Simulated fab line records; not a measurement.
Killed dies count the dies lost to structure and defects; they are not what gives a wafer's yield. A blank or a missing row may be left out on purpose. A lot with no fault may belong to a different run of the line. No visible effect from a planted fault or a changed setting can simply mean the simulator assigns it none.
Which of the tools did it? ; flow nand harc ; 24 lots with 72 wafers sampled at 6 steps, on a route of 1159 steps

## WHAT EACH GAUGE READ, for each wafer
Not one reading of a measure or inspect step in the record can be checked against a usual standard deviation.

## WHAT TOOL EACH LOT RAN ON (gives the tool, then ch and the chambers of the sampled wafers, and finally the start)
lot;NHARC_A_STAIRCASE_ETCH_21;NHARC_A_STAIRCASE_DESCUM_291;NHARC_A_STAIRCASE_HM_OPEN_463;NHARC_A_STAIRCASE_ETCHBACK_157;NHARC_A_STAIRCASE_DEP_471;NHARC_A_STAIRCASE_CMP_472
L074;rie diel-04 ch 0,1,3, day 11 12:40 or earlier;rie diel-04 ch 1,2, day 11 12:40;rie diel-04 ch 1,2,3, day 13 15:29 or earlier;rie diel-09 ch 1,3, day 13 15:29;pecvd-04 ch 0,1, day 13 16:04;cmp-02 ch 0,1, day 13 16:20
L076;rie diel-11 ch 1,2, day 11 12:32 or earlier;rie diel-04 ch 1,2,3, day 11 12:32;rie diel-04 ch 0,2,3, day 13 14:41 or earlier;rie diel-11 ch 2,3, day 13 14:41;pecvd-04 ch 0,1,2, day 13 15:08;cmp-02 ch 0,1, day 13 15:20
L075;rie diel-09 ch 0,2, day 12 00:22 or earlier;rie diel-11 ch 0,1,3, day 12 00:22;rie diel-04 ch 0,1,2, day 14 02:22 or earlier;rie diel-11 ch 0,3, day 14 02:22;pecvd-03 ch 0,1, day 14 02:38;cmp-02 ch 2,3, day 14 02:55
L078;rie diel-04 ch 1,2,3, day 12 09:27 or earlier;rie diel-04 ch 0,1,3, day 12 09:27;rie diel-11 ch 0,1, day 14 11:19 or earlier;rie diel-09 ch 1,2, day 14 11:19;pecvd-04 ch 1,2, day 14 11:35;cmp-02 ch 0,1,3, day 14 11:53
L077;rie diel-11 ch 0,2, day 12 09:04 or earlier;rie diel-04 ch 1,3, day 12 09:04;rie diel-04 ch 0,1,3, day 14 11:35 or earlier;rie diel-11 ch 1,2,3, day 14 11:35;pecvd-03 ch 0,2, day 14 11:49;cmp-01 ch 0,2,3, day 14 12:08
L079;rie diel-11 ch 0,2,3, day 12 20:46 or earlier;rie diel-09 ch 0,1,3, day 12 20:46;rie diel-11 ch 0,1,3, day 14 21:38 or earlier;rie diel-11 ch 1,2,3, day 14 21:38;pecvd-04 ch 0,1,2, day 14 21:56;cmp-03 ch 1,2, day 14 22:09
L080;rie diel-04 ch 0,3, day 12 20:58 or earlier;rie diel-04 ch 0,3, day 12 20:58;rie diel-09 ch 0,1,2, day 14 21:24 or earlier;rie diel-11 ch 0,2,3, day 14 21:24;pecvd-03 ch 0,1,2, day 14 21:44;cmp-02 ch 1,2, day 14 21:56
L082;rie diel-04 ch 0,1,2, day 13 03:41 or earlier;rie diel-09 ch 0,2,3, day 13 03:41;rie diel-09 ch 1,2,3, day 15 07:23 or earlier;rie diel-04 ch 1,2,3, day 15 07:23;pecvd-01 ch 0,2, day 15 07:40;cmp-02 ch 0,1,3, day 15 07:56
L081;rie diel-09 ch 0,2, day 13 05:28 or earlier;rie diel-11 ch 2,3, day 13 05:28;rie diel-04 ch 0,2,3, day 15 07:28 or earlier;rie diel-09 ch 0,3, day 15 07:28;pecvd-04 ch 0,1,2, day 15 08:29;cmp-03 ch 0,1, day 15 08:46
L084;rie diel-09 ch 0,1,2, day 13 19:50 or earlier;rie diel-04 ch 0,1,2, day 13 19:50;rie diel-09 ch 1,2,3, day 16 05:32 or earlier;rie diel-11 ch 0,1,2, day 16 05:32;pecvd-03 ch 0,1,2, day 16 05:49;cmp-01 ch 0,1,3, day 16 06:07
L083;rie diel-11 ch 0,2,3, day 13 23:29 or earlier;rie diel-11 ch 0,1,3, day 13 23:29;rie diel-09 ch 0,1,3, day 16 06:10 or earlier;rie diel-11 ch 0,2,3, day 16 06:10;pecvd-03 ch 0,1,2, day 16 06:27;cmp-02 ch 0,2,3, day 16 06:43
L085;rie diel-04 ch 1,2,3, day 14 08:17 or earlier;rie diel-11 ch 0,1,3, day 14 08:17;rie diel-09 ch 0,1,3, day 16 15:41 or earlier;rie diel-04 ch 0,1, day 16 15:41;pecvd-01 ch 0,1, day 16 15:58;cmp-02 ch 0,1, day 16 16:16
L086;rie diel-11 ch 1,2,3, day 14 10:10 or earlier;rie diel-09 ch 0,1,2, day 14 10:10;rie diel-04 ch 0,1,3, day 16 13:41 or earlier;rie diel-04 ch 1,3, day 16 13:41;pecvd-01 ch 0,2, day 16 13:57;cmp-02 ch 0,1,3, day 16 14:13
L087;rie diel-04 ch 0,3, day 14 10:28 or earlier;rie diel-04 ch 1,3, day 14 10:28;rie diel-09 ch 1,2,3, day 16 13:45 or earlier;rie diel-09 ch 0,1,3, day 16 13:45;pecvd-03 ch 0,1,2, day 16 14:04;cmp-03 ch 0,1, day 16 14:22
L089;rie diel-04 ch 1,2,3, day 15 10:25 or earlier;rie diel-09 ch 0,2,3, day 15 10:25;rie diel-09 ch 0,2,3, day 17 09:58 or earlier;rie diel-11 ch 1,2,3, day 17 09:58;pecvd-03 ch 0,2, day 17 10:17;cmp-03 ch 0,2,3, day 17 10:35
L090;rie diel-11 ch 0,1,3, day 15 11:31 or earlier;rie diel-09 ch 0,3, day 15 11:31;rie diel-11 ch 0,2, day 17 09:44 or earlier;rie diel-09 ch 0,1,2, day 17 09:44;pecvd-04 ch 0,1,2, day 17 09:58;cmp-01 ch 2,3, day 17 10:16
L088;rie diel-09 ch 0,1,3, day 15 07:19 or earlier;rie diel-04 ch 0,3, day 15 07:19;rie diel-11 ch 0,1,2, day 17 10:22 or earlier;rie diel-04 ch 0,3, day 17 10:22;pecvd-01 ch 0,2, day 17 10:38;cmp-01 ch 0,2,3, day 17 10:59
L091;rie diel-11 ch 0,2, day 15 22:19 or earlier;rie diel-04 ch 0,3, day 15 22:19;rie diel-09 ch 2,3, day 18 04:20 or earlier;rie diel-04 ch 0,1,2, day 18 04:20;pecvd-01 ch 0,2, day 18 04:40;cmp-01 ch 0,1,2, day 18 04:55
L092;rie diel-09 ch 0,3, day 16 00:16 or earlier;rie diel-09 ch 1,3, day 16 00:16;rie diel-04 ch 0,3, day 18 02:58 or earlier;rie diel-04 ch 0,2,3, day 18 02:58;pecvd-03 ch 1,2, day 18 03:13;cmp-02 ch 0,1,2, day 18 03:32
L094;rie diel-09 ch 1,3, day 16 13:59 or earlier;rie diel-04 ch 0,1,3, day 16 13:59;rie diel-09 ch 1,2,3, day 18 13:33 or earlier;rie diel-09 ch 1,2, day 18 13:33;pecvd-03 ch 0,1,2, day 18 13:50;cmp-03 ch 0,1,3, day 18 14:10
L093;rie diel-11 ch 0,2, day 16 15:49 or earlier;rie diel-09 ch 0,2,3, day 16 15:49;rie diel-04 ch 0,1,3, day 18 13:37 or earlier;rie diel-04 ch 1,2,3, day 18 13:37;pecvd-03 ch 0,2, day 18 14:00;cmp-01 ch 1,2, day 18 14:16
L096;rie diel-04 ch 0,2, day 16 20:11 or earlier;rie diel-09 ch 0,2,3, day 16 20:11;rie diel-09 ch 0,1,3, day 19 04:11 or earlier;rie diel-04 ch 1,2, day 19 04:11;pecvd-04 ch 1,2, day 19 04:33;cmp-02 ch 2,3, day 19 04:48
L095;rie diel-11 ch 0,2,3, day 16 23:56 or earlier;rie diel-11 ch 0,2,3, day 16 23:56;rie diel-09 ch 0,1, day 19 02:38 or earlier;rie diel-04 ch 0,1, day 19 02:38;pecvd-01 ch 0,1, day 19 02:59;cmp-01 ch 0,2,3, day 19 03:17
L097;rie diel-04 ch 0,2,3, day 16 22:43 or earlier;rie diel-09 ch 0,2,3, day 16 22:43;rie diel-04 ch 0,1,2, day 19 02:50 or earlier;rie diel-04 ch 0,1,2, day 19 02:50;pecvd-04 ch 0,1,2, day 19 03:08;cmp-03 ch 0,1,2, day 19 03:26
- NHARC_A_STAIRCASE_ETCH_21: etches the open film in C4F8/O2, target depth 100 nm, time 40.5 s.
- NHARC_A_STAIRCASE_DESCUM_291: chemistry O2, time 3 s.
- NHARC_A_STAIRCASE_HM_OPEN_463: chemistry O2/COS.
- NHARC_A_STAIRCASE_ETCHBACK_157: etches the open film in CH3F/O2, target depth 90 nm, time 167.14 s.
- NHARC_A_STAIRCASE_DEP_471: deposits SiO2, target thk 100 nm.
- NHARC_A_STAIRCASE_CMP_472: polishes SiO2.

## WHAT THE TOOLS THEMSELVES READ (means of the sampled wafers that have a number; where no wafer has one, the mark that the record gives instead)
NHARC_A_STAIRCASE_ETCH_21.
lot;tool;oes product au (a.u.);rf vpp V (V)
L074;rie diel-04;0.954;899
L076;rie diel-11;0.951;897
L075;rie diel-09;0.924;899
L078;rie diel-04;0.954;900
L077;rie diel-11;0.951;899
L079;rie diel-11;0.978;897
L080;rie diel-04;0.959;897
L082;rie diel-04;0.924;901
L081;rie diel-09;0.979;898
L084;rie diel-09;0.939;901
L083;rie diel-11;0.972;897
L085;rie diel-04;0.971;899
L086;rie diel-11;0.964;895
L087;rie diel-04;0.946;897
L089;rie diel-04;0.969;899
L090;rie diel-11;0.945;892
L088;rie diel-09;0.937;899
L091;rie diel-11;0.931;897
L092;rie diel-09;0.986;898
L094;rie diel-09;0.967;897
L093;rie diel-11;0.964;897
L096;rie diel-04;0.943;900
L095;rie diel-11;0.936;896
L097;rie diel-04;0.984;898

NHARC_A_STAIRCASE_DESCUM_291.
lot;tool;drypump motor current A (A);oes product au (a.u.);rf vpp V (V);showerhead plenum p Torr (Torr);throttle valve pct (%)
L074;rie diel-04;5.3;0.998;58.3;2.01;11.316
L076;rie diel-04;5.6;1.007;57.7;1.97;11.302
L075;rie diel-11;5.4;1.008;58.3;1.88;11.311
L078;rie diel-04;5.7;1.006;57.8;1.96;11.305
L077;rie diel-04;5.8;1.009;57.7;1.93;11.319
L079;rie diel-09;6.0;1.007;57.2;1.96;11.315
L080;rie diel-04;5.9;0.997;58.2;1.95;11.316
L082;rie diel-09;5.5;1.008;57.2;1.93;11.307
L081;rie diel-11;5.6;0.999;57.5;1.94;11.312
L084;rie diel-04;5.5;1.011;58.0;1.99;11.300
L083;rie diel-11;5.4;1.005;57.5;1.87;11.309
L085;rie diel-11;5.4;1.002;57.7;1.87;11.304
L086;rie diel-09;5.9;0.995;58.4;1.98;11.312
L087;rie diel-04;5.4;1.008;58.1;1.97;11.309
L089;rie diel-09;5.5;1.000;56.9;1.92;11.307
L090;rie diel-09;5.6;1.000;57.8;1.89;11.312
L088;rie diel-04;6.0;0.999;57.9;1.92;11.311
L091;rie diel-04;5.9;1.005;57.4;1.95;11.309
L092;rie diel-09;6.0;1.003;57.7;1.89;11.311
L094;rie diel-04;5.7;1.005;58.4;1.95;11.310
L093;rie diel-09;5.5;1.007;57.6;1.92;11.315
L096;rie diel-09;5.5;1.007;57.5;1.92;11.312
L095;rie diel-11;5.7;0.991;57.8;1.91;11.304
L097;rie diel-09;5.5;0.999;58.6;1.92;11.312

NHARC_A_STAIRCASE_HM_OPEN_463.
lot;tool;drypump motor current A (A);oes product au (a.u.);rf vpp V (V);showerhead plenum p Torr (Torr);throttle valve pct (%)
L074;rie diel-04;5.6;1.002;468.0;3.21;28.328
L076;rie diel-04;5.8;1.000;468.7;3.20;28.331
L075;rie diel-04;5.6;1.008;469.7;3.25;28.329
L078;rie diel-11;5.6;1.009;465.1;3.02;28.332
L077;rie diel-04;5.7;1.007;468.6;3.20;28.334
L079;rie diel-11;5.5;0.998;465.7;3.06;28.336
L080;rie diel-09;5.9;1.004;469.7;3.23;28.322
L082;rie diel-09;5.9;0.996;468.1;3.14;28.332
L081;rie diel-04;5.8;1.010;468.5;3.19;28.320
L084;rie diel-09;6.0;1.005;467.2;3.14;28.333
L083;rie diel-09;6.0;0.996;468.3;3.18;28.332
L085;rie diel-09;6.0;1.004;468.7;3.18;28.325
L086;rie diel-04;5.7;1.002;469.0;3.19;28.325
L087;rie diel-09;5.9;0.994;467.9;3.14;28.341
L089;rie diel-09;5.6;1.007;467.3;3.14;28.335
L090;rie diel-11;6.0;1.002;468.2;3.13;28.330
L088;rie diel-11;5.8;1.002;466.5;3.09;28.333
L091;rie diel-09;5.7;1.000;465.5;3.05;28.325
L092;rie diel-04;5.8;0.999;468.0;3.17;28.332
L094;rie diel-09;6.0;0.997;467.3;3.13;28.327
L093;rie diel-04;5.7;1.004;468.2;3.18;28.331
L096;rie diel-09;6.0;1.003;468.1;3.17;28.326
L095;rie diel-09;5.9;0.995;470.3;3.25;28.333
L097;rie diel-04;5.5;1.008;468.9;3.23;28.330

NHARC_A_STAIRCASE_ETCHBACK_157.
lot;tool;drypump motor current A (A);oes product au (a.u.);rf vpp V (V);showerhead plenum p Torr (Torr);throttle valve pct (%)
L074;rie diel-09;6.0;1.00;244.2;2.44;20.667
L076;rie diel-11;5.3;1.01;244.4;2.46;20.656
L075;rie diel-11;5.3;0.93;244.2;2.44;20.664
L078;rie diel-09;5.9;0.92;245.3;2.51;20.658
L077;rie diel-11;5.5;0.95;243.6;2.43;20.659
L079;rie diel-11;5.4;0.93;244.3;2.42;20.658
L080;rie diel-11;5.7;1.00;244.8;2.47;20.660
L082;rie diel-04;5.6;1.00;245.6;2.51;20.666
L081;rie diel-09;5.6;0.93;243.7;2.44;20.673
L084;rie diel-11;5.8;1.00;243.5;2.43;20.661
L083;rie diel-11;5.7;0.93;244.0;2.46;20.667
L085;rie diel-04;5.4;1.01;246.0;2.55;20.667
L086;rie diel-04;5.7;0.96;245.6;2.47;20.664
L087;rie diel-09;6.0;1.00;244.7;2.50;20.660
L089;rie diel-11;5.4;1.00;243.6;2.42;20.657
L090;rie diel-09;5.9;0.92;244.3;2.53;20.666
L088;rie diel-04;6.0;0.96;245.2;2.46;20.665
L091;rie diel-04;5.5;1.01;244.8;2.54;20.673
L092;rie diel-04;5.8;1.00;244.5;2.50;20.654
L094;rie diel-09;5.8;0.95;244.4;2.50;20.660
L093;rie diel-04;5.6;0.93;244.9;2.50;20.659
L096;rie diel-04;5.3;1.00;246.4;2.55;20.666
L095;rie diel-04;5.5;1.01;244.3;2.53;20.661
L097;rie diel-04;5.5;0.93;245.2;2.54;20.665

NHARC_A_STAIRCASE_DEP_471.
lot;tool;heater power w (W);mfc precursor sccm (sccm);throttle valve pct (%)
L074;pecvd-04;567;161.3;16.0
L076;pecvd-04;531;161.9;16.2
L075;pecvd-03;500;162.1;16.3
L078;pecvd-04;506;161.5;16.2
L077;pecvd-03;497;161.2;16.1
L079;pecvd-04;524;161.4;16.1
L080;pecvd-03;474;161.5;16.2
L082;pecvd-01;584;161.6;15.6
L081;pecvd-04;534;161.4;16.2
L084;pecvd-03;482;161.9;16.3
L083;pecvd-03;528;161.3;16.2
L085;pecvd-01;600;161.3;16.2
L086;pecvd-01;564;161.6;15.7
L087;pecvd-03;513;161.6;16.3
L089;pecvd-03;513;162.0;16.3
L090;pecvd-04;544;161.5;16.1
L088;pecvd-01;587;160.9;15.6
L091;pecvd-01;601;161.5;15.8
L092;pecvd-03;493;161.1;16.3
L094;pecvd-03;508;161.9;16.4
L093;pecvd-03;449;160.9;16.3
L096;pecvd-04;513;161.2;16.4
L095;pecvd-01;570;161.5;16.0
L097;pecvd-04;548;161.4;16.1

NHARC_A_STAIRCASE_CMP_472.
lot;tool;motor current A (A)
L074;cmp-02;11.5
L076;cmp-02;11.1
L075;cmp-02;12.3
L078;cmp-02;11.5
L077;cmp-01;12.4
L079;cmp-03;12.0
L080;cmp-02;11.0
L082;cmp-02;11.7
L081;cmp-03;13.4
L084;cmp-01;12.8
L083;cmp-02;11.7
L085;cmp-02;11.3
L086;cmp-02;11.9
L087;cmp-03;12.1
L089;cmp-03;11.1
L090;cmp-01;12.8
L088;cmp-01;12.4
L091;cmp-01;12.7
L092;cmp-02;11.0
L094;cmp-03;12.1
L093;cmp-01;11.3
L096;cmp-02;12.3
L095;cmp-01;12.5
L097;cmp-03;11.9

## THE ANSWER, worked out from the rows above alone
Rule: the lots themselves supply what counts as usual. Put in order of their means at a reading, lots are off if they are a third of the lots or fewer, leave a main group of 4 or more, and stand apart from it by a gap of 3 or more times the standard deviation of the main group's means; of several such gaps the widest counts. Not used: any main group whose means are identical at the precision the tables above print for the reading. A lot without any number at a reading at which 4 lots or more have one is off too. Where the step has rows for the other lots, those lots are counted as sound. The gauges are gone through in route order, then the tools' own readings, and for those a lot's mean is taken as printed above. The first step at which some lot is off is used, and at that step the reading that is off furthest; a lot without a number counts as furthest.
No lot is off at any reading shown: from this, nothing can be told.

## WHAT THE SIMULATOR PUT IN
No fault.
